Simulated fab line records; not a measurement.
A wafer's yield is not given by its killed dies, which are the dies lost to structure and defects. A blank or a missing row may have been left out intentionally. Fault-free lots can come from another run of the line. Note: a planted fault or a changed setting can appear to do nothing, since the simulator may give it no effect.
Matching of chambers	flow nand-harc	4 sister chambers for NHARC_A_WL_FILL_ALD_19 on ald-metal-02
The step deposits TiN, target thk 2 nm, pulse time 3 s, ald cycles 100. 14 wafers are shown with their chamber, then 7 later ones without.

== EACH WAFER AND ITS CHAMBER ==
wafer	chamber	heater-power-outer-w (W)	heater-power-w (W)	precursor-pulse-height-rel
L496.1	1	470	837	0.955
L496.2	0	650	1088	1.013
L496.4	3	801	1335	1.005
L498.1	0	633	1071	0.987
L498.5	3	820	1293	0.995
L498.6	2	762	1165	0.960
L505.2	0	644	1051	1.003
L505.4	1	475	827	1.005
L505.6	1	463	831	1.011
L507.1	2	784	1194	1.027
L507.4	0	657	1065	1.049
L507.5	1	469	823	1.002
L509.1	0	655	1046	0.971
L509.2	3	814	1298	0.989

SIGNATURES (averages over the wafers above)
reading	chamber 0	chamber 1	chamber 2	chamber 3	scatter within a chamber
heater-power-outer-w	647.80	469.25	773.00	811.67	9.37
heater-power-w	1064.20	829.50	1179.50	1308.67	16.4
precursor-pulse-height-rel	1.00460	0.99325	0.99350	0.99633	0.028
Rule: a wafer lies at a distance from a chamber equal to the root of the sum of squares, over the readings, of (its reading less the chamber's mean, divided by the reading's scatter). The wafer belongs to the nearest chamber; if the next one is less than 2 further off, it can't be placed. The scatter is the square root of a quotient: the sum, over the shown wafers, of each reading's squared deviation from its chamber's mean, divided by wafers minus chambers.

== WAFERS WHOSE CHAMBER IS MISSING ==
wafer	heater-power-outer-w (W)	heater-power-w (W)	precursor-pulse-height-rel
L509.6	454	827	0.997
L510.1	663	1072	0.985
L510.2	463	844	0.996
L510.5	651	1069	1.009
L512.1	806	1179	1.025
L512.2	819	1329	1.001
L512.6	781	1199	0.980

== WHICH CHAMBER EACH WENT THROUGH ==
wafer	from the rows above	in truth
L509.6	1	1
L510.1	0	0
L510.2	1	1
L510.5	0	0
L512.1	2	2
L512.2	3	3
L512.6	2	2
Correctly placed: 7 of 7. From these rows, 0 cannot be placed. Wrongly placed: 0.
